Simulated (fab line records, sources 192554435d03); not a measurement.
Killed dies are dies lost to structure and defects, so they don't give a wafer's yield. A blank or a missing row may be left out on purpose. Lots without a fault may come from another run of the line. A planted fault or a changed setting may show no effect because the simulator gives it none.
One fault seen from 2 desks | flow n5_finfet | each desk has only its own numbers; what lay behind them comes last

THE TOOL OWNER'S DESK: ald_sin-04
The tool's own readings at N5_BEOL_M0_SAQP_SPACER2_ALD_26 (deposits SiO2, target thk 15 nm, pulse time 1 s, purge time 2 s): means of the sampled wafers that have a number, for each lot that ran on this tool. A lot is out of limits, marked OUT, if its mean lies more than 4 standard deviations from the usual mean; the brackets give that distance.
Columns: A = heater_power_w at N5_BEOL_M0_SAQP_SPACER2_ALD_26, usual 480 W; B = precursor_pulse_height_rel at N5_BEOL_M0_SAQP_SPACER2_ALD_26, usual 1.002
lot  | first seen here | A   | B
L401 | day 6 05:17     | 460 | 0.993
L411 | day 8 14:59     | 488 | 1.003
This desk's finding: nothing out of limits on any of the 2 lots.

THE METROLOGY DESK
What the gauges read, lot by lot, whatever tool the lot ran on: means of the sampled wafers that have a number. A lot is out of limits, marked OUT, if its mean lies more than 4 standard deviations from the usual mean; the brackets give that distance. Of its 12 readings 7 are shown: the one that was out of limits first, and those that lie furthest out on some lot.
Columns: A = cd_nm at N5_BEOL_M0_SAQP_CD_MEAS_29, usual 14.98 nm; B = cd_nm at N5_BEOL_M0_SAQP_CD_MEAS_40, usual 29.97 nm; C = IOFF_P at N5_BEOL_M4_RC_MEAS_101, usual 0.21 nA/um; D = ION_P at N5_BEOL_M4_RC_MEAS_101, usual 463 uA/um; E = SS_N at N5_BEOL_M4_RC_MEAS_101, usual 71.2 mV/dec; F = SS_P at N5_BEOL_M4_RC_MEAS_101, usual 73.0 mV/dec; G = VT_P at N5_BEOL_M4_RC_MEAS_101, usual -250 mV
lot  | first seen here | A               | B     | C    | D   | E    | F    | G
L401 | day 6 06:04     | 15.08           | 30.08 | 0.20 | 466 | 70.7 | 72.7 | -249
L403 | day 7 01:31     | 14.96           | 30.01 | 0.14 | 453 | 70.4 | 72.8 | -257
L409 | day 8 06:23     | 14.81           | 30.07 | 0.19 | 462 | 70.6 | 73.1 | -248
L411 | day 8 15:44     | 12.77 (-10) OUT | 29.89 | 0.26 | 474 | 71.2 | 73.9 | -244
L416 | day 9 20:52     | 15.08           | 30.04 | 0.18 | 461 | 71.5 | 72.9 | -254
L417 | day 10 08:26    | 14.97           | 29.76 | 0.21 | 466 | 71.1 | 73.2 | -247
L419 | day 10 21:04    | 14.67           | 29.87 | 0.23 | 465 | 71.3 | 73.0 | -249
L420 | day 11 06:55    | 15.12           | 29.48 | 0.22 | 459 | 71.3 | 73.5 | -249
L421 | day 11 12:20    | 14.85           | 30.17 | 0.25 | 470 | 71.4 | 73.7 | -245
This desk's finding: out of limits on L411; first on L411, day 8 15:44 (cd_nm at N5_BEOL_M0_SAQP_CD_MEAS_29). In limits: L401, L403, L409, L416, L417, L419, L420, L421.

PUT TOGETHER
The metrology desk could have raised an alarm at day 8 15:44, on L411.
The tool owner's desk saw nothing out of limits.
The tool owner's desk has L411 on record, within its limits.
Of the lots named, all ran N5_BEOL_M0_SAQP_SPACER2_ALD_26 on ald_sin-04.

WHAT THE SIMULATOR HAD PUT IN
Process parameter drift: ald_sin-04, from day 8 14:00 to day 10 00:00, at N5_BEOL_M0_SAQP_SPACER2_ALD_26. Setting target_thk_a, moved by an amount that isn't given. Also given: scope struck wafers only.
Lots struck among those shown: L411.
Hours from the fault's start to each desk's first reading out of limits: the metrology desk, 2.
